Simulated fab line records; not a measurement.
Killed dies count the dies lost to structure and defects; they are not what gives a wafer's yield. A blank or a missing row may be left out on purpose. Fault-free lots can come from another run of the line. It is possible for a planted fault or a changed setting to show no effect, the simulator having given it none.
Matching of chambers + flow n5_finfet + pecvd-03 running N5_BEOL_M7_ILD_DEP_00: 3 sister chambers
The step deposits SiCOH lowk from DEMS/porogen, target thk 179.75 nm, time 33.4 s. 3 wafers are shown with their chamber, then 12 later ones without.

WAFERS, EACH WITH ITS CHAMBER
| wafer  | chamber | throttle_valve_pct (%) |
|--------|---------|------------------------|
| L089.2 | 1       | 14.4                   |
| L089.5 | 2       | 12.1                   |
| L089.6 | 0       | 14.2                   |

WAFERS MISSING THEIR CHAMBER
| wafer  | throttle_valve_pct (%) |
|--------|------------------------|
| L090.2 | 12.1                   |
| L090.3 | 14.3                   |
| L090.5 | 14.3                   |
| L092.2 | 14.7                   |
| L092.4 | 14.4                   |
| L092.5 | 12.4                   |
| L094.2 | 14.2                   |
| L094.3 | 12.5                   |
| L094.5 | 14.5                   |
| L097.3 | 14.5                   |
| L097.4 | 14.5                   |
| L097.6 | 14.3                   |

WHICH CHAMBER EACH WENT THROUGH
| wafer  | from the rows above     | in truth |
|--------|-------------------------|----------|
| L090.2 | 2                       | 2        |
| L090.3 | can't be placed: 1 or 0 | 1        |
| L090.5 | can't be placed: 1 or 0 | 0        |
| L092.2 | can't be placed: 1 or 0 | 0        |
| L092.4 | can't be placed: 1 or 0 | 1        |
| L092.5 | 2                       | 2        |
| L094.2 | can't be placed: 0 or 1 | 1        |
| L094.3 | 2                       | 2        |
| L094.5 | can't be placed: 1 or 0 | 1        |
| L097.3 | can't be placed: 1 or 0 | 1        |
| L097.4 | can't be placed: 1 or 0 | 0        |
| L097.6 | can't be placed: 1 or 0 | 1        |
Correct placement for 3 of the 12. Cannot be placed on the basis of these rows: 9; the candidates contain the true chamber in 9. 0 placed wrongly.
How it was worked out, from the rows above alone: a wafer's distance from a chamber is the root of the sum, over the readings, of the square of ((its reading less the chamber's mean) divided by the reading's scatter). If the next closest chamber is less than 2 further off than the closest, the wafer can't be placed; otherwise it belongs to the closest. Each chamber's mean is taken over the wafers shown for it. The scatter: root of mean squared gap, hidden wafer to nearest shown wafer, with one shown wafer a chamber.
